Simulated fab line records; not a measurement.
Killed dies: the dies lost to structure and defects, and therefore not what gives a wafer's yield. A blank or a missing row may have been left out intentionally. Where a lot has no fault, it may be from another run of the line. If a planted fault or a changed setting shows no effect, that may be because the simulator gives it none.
A struck lot beside a sound one	flow n5Finfet	17 steps out of a route of 1938
Sound: these wafers, L819.3, L819.4, L819.5. Struck: wafers L822.2, L822.6 (left out: L822.4, a lot-mate that was not struck); the cause follows at the end.
Each step with rows lists, per side, the tool, then ch with its chambers, then its first start. Under that, the readings that differ: sound wafers	struck wafers	difference of the means	sigmas: that difference in standard deviations of wafers without a fault.
alike: same words and numbers on both sides, and readings whose means sit less than 2 such deviations apart. not compared: any withheld reading, any reading some wafer has no value for, any bound like >300 that may hide the same value, and any number with overlapping values for which the record gives no deviation.
Wherever a step has rows on one side only, a row that says differs or no value, or a row with sigmas, the two part there. Numbers that don't overlap but have no deviation are shown without sigmas and don't part them. A reading missing from all wafers of one side parts the sides only when that side holds two or more wafers.

first, 4 steps without rows for these wafers: N5_BEOL_M6_HM_STRIP_39 (strips TiN in peroxide tin strip, target depth 25 nm, time 158 s); N5_BEOL_M6_SRD_40 (time 30 s); N5_BEOL_M6_PRECLEAN_42 (cleans in residue remover, time 60 s); N5_BEOL_M6_SRD_43 (time 30 s).
N5_BEOL_M6_CD_MEAS_35: target cd 40 nm, target cd y 28 nm.
  sound on cdSem-01, day 11 11:00; struck on cdSem-02, day 13 05:18
  alike: cdNm
N5_BEOL_M6_CURE_75: cures SiCOH lowk, time 120 s.
  sound on uvCure-03 ch 1, day 11 11:08; struck on uvCure-02 ch 1, day 13 05:23
  alike: lampPowerPct, wafer_temp_C_max
N5_BEOL_M6_DEGAS_44: time 60 s.
  sound on pvdSputter-01, day 11 11:23; struck on pvdSputter-02, day 13 05:52
  alike: heaterPowerW
then, 1 step without rows for these wafers: N5_BEOL_M6_PRE_CLEAN_45 (time 30 s).
N5_BEOL_M6_ALD_77: deposits TaN, target thk 2 nm, pulse time 2 s, purge time 3 s.
  sound on aldMetal-03 ch 1,2, day 11 11:38; struck on aldMetal-02 ch 3, day 13 05:59
  alike: heaterPowerW
N5_BEOL_M6_SURFACE_TREAT_79:
  sound on pvdSputter-02, day 11 11:56; struck on pvdSputter-01, day 13 06:19
  alike: arFlowSccm
  not compared: throttleValvePct
then, 1 step without rows for these wafers: N5_BEOL_M6_CVD_78 (deposits Co from CCTBA/H2, target thk 2 nm, time 142.3 s).
N5_BEOL_M6_SPUTTER_48: material Cu, target thk 10 nm, time 1.667 s.
  sound on pvdSputter-01, day 11 12:07; struck on pvdSputter-01, day 13 06:32
  alike: cathodeDcPowerW, throttleValvePct
N5_BEOL_M6_ECD_50: material Cu, target thk 300 nm.
  sound on ecdCu-01 ch 0,1, day 11 12:16; struck on ecdCu-02 ch 0, day 13 06:39
reading	sound	struck	difference	sigmas
model.Cu_of_BEOL_M6_ECD_50.thkNm (nm)	302.4 301 301.2	418 420	+117	
then, 1 step without rows for these wafers: N5_BEOL_M6_ANNEAL_51 (time 90 s).
N5_BEOL_M6_CMP_52: polishes, stops on SiCOH lowk, t overpolish 6.9 s, target thk 80 nm.
  sound on cmp-01 ch 1,2,3, day 11 12:40; struck on cmp-04 ch 1,2, day 13 07:37
reading	sound	struck	difference	sigmas
timeToEndpointS (s)	59.2 59.4 59.2	84.0 83.7	+24.6	+12
  alike: motorCurrentA, platenRpm
N5_BEOL_M6_THK_MEAS_53: measures by xrf.
  sound on filmMetro-02, day 11 12:55; struck on filmMetro-01, day 13 07:52
  alike: M6_THK
N5_PASSIVATION_PROBE_49:
  sound wafers here have rows in the record (prober-01, day 14 23:25); struck ones have none

## WHERE THEY PART
First at N5_BEOL_M6_CMP_52; last, within this record, at N5_PASSIVATION_PROBE_49.

WHY: what the simulator had put in
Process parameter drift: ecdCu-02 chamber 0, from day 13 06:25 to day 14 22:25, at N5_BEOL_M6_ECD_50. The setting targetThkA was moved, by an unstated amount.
